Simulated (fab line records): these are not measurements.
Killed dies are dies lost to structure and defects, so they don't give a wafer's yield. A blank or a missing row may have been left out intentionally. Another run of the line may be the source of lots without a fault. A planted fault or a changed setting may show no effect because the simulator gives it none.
Chamber matching -- flow n5-finfet -- 3 sister chambers for N5_BEOL_M7_PECVD_70 on pecvd-03
The step deposits SiO2 from TEOS/O2, target thk 20 nm, time 22.7 s. 18 wafers are shown with their chamber, then 9 later ones without.

EACH WAFER AND ITS CHAMBER
wafer,chamber,showerhead-plenum-p-Torr (Torr),throttle-valve-pct (%),heater-power-w (W)
L081.2,0,8.77,21.5,746
L081.5,2,8.73,20.7,678
L081.6,0,8.79,21.7,742
L082.1,2,8.77,20.7,653
L082.5,1,8.94,22.7,799
L082.6,2,8.77,20.8,643
L080.1,2,8.74,20.4,623
L080.3,2,8.75,20.9,619
L080.4,0,8.77,21.2,798
L079.2,2,8.72,20.5,598
L079.3,2,8.75,21.0,580
L079.4,0,8.78,21.5,830
L085.1,2,8.73,20.7,657
L085.3,1,8.95,23.0,778
L085.6,1,8.94,23.1,765
L090.2,0,8.79,21.5,762
L090.4,2,8.76,21.0,664
L090.6,1,8.96,23.3,701

SIGNATURES (means of the wafers above)
reading,chamber 0,chamber 1,chamber 2,scatter within a chamber
showerhead-plenum-p-Torr,8.7800,8.9475,8.7467,0.0148
throttle-valve-pct,21.480,23.025,20.744,0.209
heater-power-w,775.60,760.75,635.00,35.9
Rule: a wafer lies at a distance from a chamber equal to the root of the sum of squares, over the readings, of (its reading less the chamber's mean, divided by the reading's scatter). The wafer belongs to the nearest chamber; if the next one is less than 2 further off, it can't be placed. The scatter is the square root of a quotient: the sum, over the shown wafers, of each reading's squared deviation from its chamber's mean, divided by wafers minus chambers.

WAFERS WITH NO CHAMBER GIVEN
wafer,showerhead-plenum-p-Torr (Torr),throttle-valve-pct (%),heater-power-w (W)
L092.4,8.77,21.8,807
L092.5,8.73,20.8,593
L092.6,8.95,23.0,837
L093.2,8.76,21.0,637
L093.4,8.76,20.8,674
L093.5,8.98,23.1,824
L097.4,8.73,21.0,637
L097.5,8.75,21.7,751
L097.6,8.96,23.2,684

EACH ONE'S CHAMBER
wafer,from the rows above,in truth
L092.4,0,0
L092.5,2,2
L092.6,1,1
L093.2,2,2
L093.4,2,2
L093.5,1,1
L097.4,2,2
L097.5,0,0
L097.6,1,1
Correctly placed: 9 of 9. Not placeable from these rows: 0. 0 placed wrongly.
